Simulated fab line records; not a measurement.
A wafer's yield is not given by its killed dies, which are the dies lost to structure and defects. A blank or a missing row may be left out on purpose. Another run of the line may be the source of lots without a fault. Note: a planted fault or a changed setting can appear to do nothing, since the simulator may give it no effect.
Lot-split experiment	flow n5Finfet	39 wafers read from 7 lots, route of 1938 steps

== ABOUT THE SPLIT ==
At N5_DUMMY_GATE_ETCH_32 (etches SiO2 in CF4, target depth 3.5 nm, time 3.9 s), the setting timeS was moved away from the recipe's 3.9 s on 9 of the 39 wafers read, by -22.2% to +14.9%. All remaining wafers had this setting at the recipe value.

The reading is taken at the split's own step.

== THE READING ==
etch.depthNm (the simulator's own value, which no gauge read), in nm, at N5_DUMMY_GATE_ETCH_32 (etches SiO2 in CF4, target depth 3.5 nm, time 3.9 s). The file gives no usual value for it. Here, 30 wafers ran the recipe; their average is 3.496 nm with a standard deviation of 0.054 nm.

wafer	tool, chamber at the split	timeS as run, s	against the recipe	etch.depthNm, nm	against lot-mates on the recipe
L074.1	rieSi-04, 0	4.421	+13.4%	3.963	+0.412
L074.2	rieSi-04, 3	4.421	+13.4%	3.935	+0.384
L074.3	rieSi-04, 2	3.9	recipe	3.552	-
L074.4	rieSi-04, 1	4.421	+13.4%	4	+0.449
L074.5	rieSi-04, 1	3.9	recipe	3.524	-
L074.6	rieSi-04, 2	3.9	recipe	3.578	-
L075.1	rieSi-01, 1	3.9	recipe	3.506	-
L075.2	rieSi-01, 3	3.9	recipe	3.476	-
L075.3	rieSi-01, 0	3.9	recipe	3.421	-
L075.4	rieSi-01, 2	3.9	recipe	3.473	-
L075.5	rieSi-01, 1	3.9	recipe	3.45	-
L075.6	rieSi-01, 0	3.9	recipe	3.412	-
L082.1	rieSi-02, 2	3.033	-22.2%	2.675	-0.788
L082.2	rieSi-02, 1	3.9	recipe	3.377	-
L082.3	rieSi-02, 3	3.033	-22.2%	2.715	-0.748
L082.4	rieSi-02, 0	3.9	recipe	3.512	-
L082.5	rieSi-02, 0	3.033	-22.2%	2.729	-0.734
L082.6	rieSi-02, 3	3.9	recipe	3.501	-
L086.1	rieSi-02, 2	3.9	recipe	3.478	-
L086.2	rieSi-02, 1	3.9	recipe	3.408	-
L086.4	rieSi-02, 0	3.9	recipe	3.49	-
L087.1	rieSi-02, 3	4.48	+14.9%	4.039	+0.545
L087.2	rieSi-02, 1	4.48	+14.9%	3.964	+0.470
L087.3	rieSi-02, 0	4.48	+14.9%	4.104	+0.610
L087.4	rieSi-02, 2	3.9	recipe	3.507	-
L087.5	rieSi-02, 1	3.9	recipe	3.446	-
L087.6	rieSi-02, 2	3.9	recipe	3.528	-
L092.1	rieSi-02, 3	3.9	recipe	3.53	-
L092.2	rieSi-02, 1	3.9	recipe	3.441	-
L092.3	rieSi-02, 0	3.9	recipe	3.599	-
L092.4	rieSi-02, 2	3.9	recipe	3.559	-
L092.5	rieSi-02, 0	3.9	recipe	3.561	-
L092.6	rieSi-02, 1	3.9	recipe	3.432	-
L096.1	rieSi-04, 3	3.9	recipe	3.488	-
L096.2	rieSi-04, 0	3.9	recipe	3.531	-
L096.3	rieSi-04, 2	3.9	recipe	3.542	-
L096.4	rieSi-04, 1	3.9	recipe	3.517	-
L096.5	rieSi-04, 2	3.9	recipe	3.552	-
L096.6	rieSi-04, 1	3.9	recipe	3.5	-

FIT RESULTS
A straight line over all 39 wafers: etch.depthNm changes by +0.0356 nm for each +1% of timeS; r = +0.99; the points scatter about the line by 0.052 nm.
The same after taking each lot's own level away (the mean of its wafers on the recipe; 39 wafers): +0.034 nm for each +1%; r = +0.99; scatter 0.045 nm.
Per that fit: largest timeS move, reading shift of 0.76 nm.
Across the lots, their own levels run from 3.4563 to 3.5513 nm, a range of 1.8 times the standard deviation given above.
The two slopes are in agreement: the lot-to-lot level therefore moves the slope only a little.
Check: with one of the wafers moved furthest among these (-22.2%) left out of the fit, the line predicts -0.749 nm for it against its lot-mates. Against them it came out at -0.788 nm.

== THESE WAFERS: OTHER SPLITS ==
Before the reading, these wafers also passed through other splits. Each is held against what the fit with the lots' levels taken away leaves over:
other split on the same wafers	wafers away from the commonest value	r with etch.depthNm (lot level and that fit taken away)
N5_DUMMY_GATE_ETCH_37 sourceW	12	+0.02
N5_DUMMY_GATE_ETCH_31 targetDepthA	18	+0.22

== THE FILE'S OWN FIT ==
etch.depthNm changes by +0.034 nm for each +1% of timeS, r = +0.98.
